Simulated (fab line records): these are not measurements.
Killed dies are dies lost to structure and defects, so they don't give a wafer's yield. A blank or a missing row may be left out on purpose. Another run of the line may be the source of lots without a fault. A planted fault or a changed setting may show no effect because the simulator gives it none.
Matching of chambers / flow n5Finfet / N5_BEOL_M4_ILD_DEP_00 on pecvd-01: 3 sister chambers
The step deposits SiOC from DEMS/O2, target thk 79 nm, time 15.3 s. 14 wafers are shown with their chamber, then 7 later ones without.

## WAFERS PAIRED WITH THEIR CHAMBERS
wafer=L074.4; chamber=2; throttleValvePct (%)=11.7; heaterPowerW (W)=554; showerheadPlenumPTorr (Torr)=5.691
wafer=L074.5; chamber=1; throttleValvePct (%)=11.7; heaterPowerW (W)=380; showerheadPlenumPTorr (Torr)=5.703
wafer=L074.6; chamber=0; throttleValvePct (%)=11.2; heaterPowerW (W)=517; showerheadPlenumPTorr (Torr)=5.694
wafer=L076.3; chamber=1; throttleValvePct (%)=11.6; heaterPowerW (W)=388; showerheadPlenumPTorr (Torr)=5.699
wafer=L076.4; chamber=0; throttleValvePct (%)=11.1; heaterPowerW (W)=507; showerheadPlenumPTorr (Torr)=5.702
wafer=L076.5; chamber=1; throttleValvePct (%)=12.2; heaterPowerW (W)=402; showerheadPlenumPTorr (Torr)=5.706
wafer=L082.1; chamber=2; throttleValvePct (%)=11.8; heaterPowerW (W)=559; showerheadPlenumPTorr (Torr)=5.705
wafer=L082.2; chamber=0; throttleValvePct (%)=11.1; heaterPowerW (W)=467; showerheadPlenumPTorr (Torr)=5.706
wafer=L082.3; chamber=1; throttleValvePct (%)=11.9; heaterPowerW (W)=403; showerheadPlenumPTorr (Torr)=5.711
wafer=L087.2; chamber=0; throttleValvePct (%)=10.6; heaterPowerW (W)=472; showerheadPlenumPTorr (Torr)=5.702
wafer=L087.5; chamber=2; throttleValvePct (%)=11.8; heaterPowerW (W)=524; showerheadPlenumPTorr (Torr)=5.699
wafer=L087.6; chamber=1; throttleValvePct (%)=11.8; heaterPowerW (W)=482; showerheadPlenumPTorr (Torr)=5.700
wafer=L093.1; chamber=2; throttleValvePct (%)=11.5; heaterPowerW (W)=615; showerheadPlenumPTorr (Torr)=5.700
wafer=L093.2; chamber=0; throttleValvePct (%)=11.0; heaterPowerW (W)=529; showerheadPlenumPTorr (Torr)=5.695

SIGNATURES (means of the wafers above)
reading=throttleValvePct; chamber 0=11.000; chamber 1=11.840; chamber 2=11.700; scatter within a chamber=0.211
reading=heaterPowerW; chamber 0=498.40; chamber 1=411.00; chamber 2=563.00; scatter within a chamber=35.7
reading=showerheadPlenumPTorr; chamber 0=5.69980; chamber 1=5.70380; chamber 2=5.69875; scatter within a chamber=0.00523
Rule: a wafer's distance from a chamber is the root of the sum, over the readings, of the square of ((its reading less the chamber's mean) divided by the reading's scatter). If the next closest chamber is less than 2 further off than the closest, the wafer can't be placed; otherwise it belongs to the closest. The scatter is the square root of a quotient: the sum, over the shown wafers, of each reading's squared deviation from its chamber's mean, divided by wafers minus chambers.

## WAFERS WHOSE CHAMBER IS MISSING
wafer=L093.5; throttleValvePct (%)=10.9; heaterPowerW (W)=421; showerheadPlenumPTorr (Torr)=5.705
wafer=L091.1; throttleValvePct (%)=11.8; heaterPowerW (W)=556; showerheadPlenumPTorr (Torr)=5.702
wafer=L091.3; throttleValvePct (%)=10.9; heaterPowerW (W)=490; showerheadPlenumPTorr (Torr)=5.715
wafer=L091.6; throttleValvePct (%)=11.8; heaterPowerW (W)=562; showerheadPlenumPTorr (Torr)=5.684
wafer=L092.2; throttleValvePct (%)=11.8; heaterPowerW (W)=574; showerheadPlenumPTorr (Torr)=5.706
wafer=L092.4; throttleValvePct (%)=11.1; heaterPowerW (W)=484; showerheadPlenumPTorr (Torr)=5.714
wafer=L092.6; throttleValvePct (%)=11.7; heaterPowerW (W)=575; showerheadPlenumPTorr (Torr)=5.685

## THE CHAMBER EACH PASSED THROUGH
wafer=L093.5; from the rows above=0; in truth=0
wafer=L091.1; from the rows above=2; in truth=2
wafer=L091.3; from the rows above=0; in truth=0
wafer=L091.6; from the rows above=2; in truth=2
wafer=L092.2; from the rows above=2; in truth=2
wafer=L092.4; from the rows above=can't be placed: 0 or 1 or 2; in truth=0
wafer=L092.6; from the rows above=2; in truth=2
6 of 7 placed correctly. Not placeable from these rows: 1 (in 1, the candidates include the true chamber). Number placed wrongly: 0.
